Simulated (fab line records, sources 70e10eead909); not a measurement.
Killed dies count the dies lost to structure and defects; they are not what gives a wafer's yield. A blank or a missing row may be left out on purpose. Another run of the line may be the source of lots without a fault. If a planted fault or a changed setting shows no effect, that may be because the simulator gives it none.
Chamber matching | flow nand-harc | NHARC_A_STAIRCASE_CMP_450 on cmp-01 has 4 sister chambers
The step polishes SiO2, target thk 200 nm. 4 wafers are shown with their chamber, then 8 later ones without.

EACH WAFER AND ITS CHAMBER
wafer  | chamber | motor-current-A (A)
L549.4 | 0       | 12.4
L552.4 | 3       | 13.2
L552.6 | 2       | 12.6
L558.1 | 1       | 13.3

WAFERS WITHOUT THEIR CHAMBER
wafer  | motor-current-A (A)
L558.4 | 12.8
L558.6 | 11.9
L563.1 | 14.1
L563.2 | 13.2
L563.5 | 12.3
L567.1 | 11.7
L567.5 | 13.5
L567.6 | 13.0

EACH ONE'S CHAMBER
wafer  | from the rows above               | in truth
L558.4 | can't be placed: 2 or 3 or 0 or 1 | 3
L558.6 | can't be placed: 0 or 2 or 3      | 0
L563.1 | can't be placed: 1 or 3 or 2      | 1
L563.2 | can't be placed: 3 or 1 or 2 or 0 | 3
L563.5 | can't be placed: 0 or 2 or 3      | 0
L567.1 | can't be placed: 0 or 2 or 3      | 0
L567.5 | can't be placed: 1 or 3 or 2      | 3
L567.6 | can't be placed: 3 or 1 or 2 or 0 | 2
Placed correctly: 0 of 8. From these rows, 8 cannot be placed; in 8 the true chamber is one of the candidates. 0 placed wrongly.
How it was worked out, from the rows above alone: a wafer's distance from a chamber is the root of the sum, over the readings, of the square of ((its reading less the chamber's mean) divided by the reading's scatter). If the next closest chamber is less than 2 further off than the closest, the wafer can't be placed; otherwise it belongs to the closest. For every chamber, the mean is computed from those of its wafers that are shown. The scatter: root of mean squared gap, hidden wafer to nearest shown wafer, with one shown wafer a chamber.
